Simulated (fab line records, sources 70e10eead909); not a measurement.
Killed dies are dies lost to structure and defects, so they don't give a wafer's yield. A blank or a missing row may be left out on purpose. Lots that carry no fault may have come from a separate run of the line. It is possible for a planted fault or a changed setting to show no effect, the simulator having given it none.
What tool caused it? | flow nandHarc | 42 wafers from 14 lots sampled at 3 of the route's 1302 steps

== WHAT THE GAUGES SHOWED, per wafer ==
NHARC_P_GATE_CD_MEAS_59 targets a cd of 720 nm.
lot  | measured     | on       | cdNm (nm)
L724 | day 6 05:00  | cdSem-01 | 721.0 718.9 720.3
L726 | day 6 16:58  | cdSem-01 | 721.4 717.9 718.0
L727 | day 7 05:56  | cdSem-02 | 718.5 721.8 718.3
L730 | day 8 16:11  | cdSem-01 | 720.9 723.7 720.6
L732 | day 9 08:08  | cdSem-03 | - - -
L731 | day 9 08:53  | cdSem-03 | - - -
L738 | day 11 13:39 | cdSem-03 | 720.2 717.3 718.3
L737 | day 11 13:54 | cdSem-01 | 721.5 719.8 724.4
L740 | day 12 22:20 | cdSem-01 | 722.9 718.5 720.1
L741 | day 13 02:52 | cdSem-02 | 721.1 719.4 719.0
L742 | day 13 16:13 | cdSem-03 | 718.8 719.3 718.8
L744 | day 14 09:32 | cdSem-03 | 719.6 720.3 719.4
L745 | day 14 17:58 | cdSem-03 | 720.9 720.1 718.7
L746 | day 15 09:59 | cdSem-03 | 721.5 722.9 719.8

== EACH LOT AND THE TOOL THAT RAN IT (in order: tool; ch and the chambers of the sampled wafers; start) ==
lot  | NHARC_P_GATE_ALD_36              | NHARC_P_GATE_PEB_57
L724 | aldSin-04 ch 0,1, day 5 16:47    | lithoTrack-02 ch 0, day 6 04:55
L726 | aldSin-01 ch 1,2,3, day 6 04:44  | lithoTrack-07 ch 0, day 6 16:53
L727 | aldSin-04 ch 0,1,3, day 6 17:45  | lithoTrack-07 ch 0, day 7 05:50
L730 | aldSin-04 ch 0,1,2, day 8 05:57  | lithoTrack-05 ch 0, day 8 16:05
L732 | aldSin-02 ch 0,3, day 8 19:59    | lithoTrack-05, day 9 08:02
L731 | aldSin-01 ch 1,2,3, day 8 22:38  | lithoTrack-05, day 9 08:47
L738 | aldSin-02 ch 0,1,2, day 11 01:17 | lithoTrack-05 ch 0, day 11 13:34
L737 | aldSin-04 ch 0,1,3, day 11 03:43 | lithoTrack-05 ch 0, day 11 13:49
L740 | aldSin-02 ch 1,2,3, day 12 10:13 | lithoTrack-07 ch 0, day 12 22:14
L741 | aldSin-01 ch 1,3, day 12 14:46   | lithoTrack-05 ch 0, day 13 02:47
L742 | aldSin-04 ch 0,1, day 13 04:06   | lithoTrack-02 ch 0, day 13 16:07
L744 | aldSin-01 ch 2,3, day 13 19:13   | lithoTrack-05 ch 0, day 14 09:26
L745 | aldSin-04 ch 2,3, day 14 06:49   | lithoTrack-02 ch 0, day 14 17:52
L746 | aldSin-02 ch 0,1,3, day 14 23:48 | lithoTrack-05 ch 0, day 15 09:54
- NHARC_P_GATE_ALD_36: deposits SiNx, target thk 20 nm, pulse time 60 s, ald cycles 223.
- NHARC_P_GATE_PEB_57: peb time 85 s.

== AS READ BY THE TOOLS THEMSELVES (means over the sampled wafers that have a number; for cases with no such wafer, the mark the record gives instead) ==
NHARC_P_GATE_ALD_36.
lot  | tool      | heaterPowerOuterW (W) | heaterPowerW (W) | precursorPulseHeightRel
L724 | aldSin-04 | 473                   | 743              | 0.985
L726 | aldSin-01 | 491                   | 807              | 1.011
L727 | aldSin-04 | 467                   | 741              | 0.999
L730 | aldSin-04 | 463                   | 753              | 1.006
L732 | aldSin-02 | 546                   | 886              | 0.997
L731 | aldSin-01 | 492                   | 819              | 1.000
L738 | aldSin-02 | 526                   | 863              | 1.015
L737 | aldSin-04 | 456                   | 746              | 0.991
L740 | aldSin-02 | 530                   | 892              | 1.003
L741 | aldSin-01 | 496                   | 800              | 1.005
L742 | aldSin-04 | 482                   | 753              | 0.968
L744 | aldSin-01 | 472                   | 750              | 1.008
L745 | aldSin-04 | 478                   | 780              | 0.997
L746 | aldSin-02 | 509                   | 804              | 1.000

NHARC_P_GATE_PEB_57.
lot  | tool          | chillPlateTempC (C) | exhaustPa (Pa)
L724 | lithoTrack-02 | 23.11               | 45.6
L726 | lithoTrack-07 | 23.00               | 44.7
L727 | lithoTrack-07 | 23.06               | 44.7
L730 | lithoTrack-05 | 22.82               | 45.5
L732 | lithoTrack-05 | -                   | -
L731 | lithoTrack-05 | -                   | -
L738 | lithoTrack-05 | 22.90               | 45.9
L737 | lithoTrack-05 | 22.86               | 44.5
L740 | lithoTrack-07 | 22.97               | 45.4
L741 | lithoTrack-05 | 22.93               | 44.5
L742 | lithoTrack-02 | 23.09               | 44.7
L744 | lithoTrack-05 | 23.03               | 43.6
L745 | lithoTrack-02 | 23.06               | 43.6
L746 | lithoTrack-05 | 22.93               | 45.3

== THE ANSWER, worked out from the rows above alone ==
Rule: usual is defined by the lots themselves. Put in order of their means at a reading, lots are off if they are a third of the lots or fewer, leave a main group of 4 or more, and stand apart from it by a gap of 3 or more times the standard deviation of the main group's means; of several such gaps the widest counts. A main group whose means are all the same, to the digits that the tables above print for the reading, isn't used. Also off: a lot with no number at a reading for which 4 or more lots have one. All remaining lots with rows at the step are treated as sound. The gauges are gone through in route order, then the tools' own readings, and for those a lot's mean is taken as printed above. The first step at which some lot is off is used, and at that step the reading that is off furthest; a lot without a number counts as furthest.
Off at NHARC_P_GATE_CD_MEAS_59 (cdNm): L732, L731. Without a number there: L732, L731. The main group: mean 720.1 nm, standard deviation 1.
A tool fits if, at a process step before that reading, it ran every lot that is off, and no sound lot after the first of them. Not tried: the gauges at NHARC_P_GATE_CD_MEAS_59; whatever is off there is also off at NHARC_P_GATE_PEB_57, on other tools, and gauge error can't account for it. No candidate that was tried fits.

== WHAT THE SIMULATOR HAD PUT IN ==
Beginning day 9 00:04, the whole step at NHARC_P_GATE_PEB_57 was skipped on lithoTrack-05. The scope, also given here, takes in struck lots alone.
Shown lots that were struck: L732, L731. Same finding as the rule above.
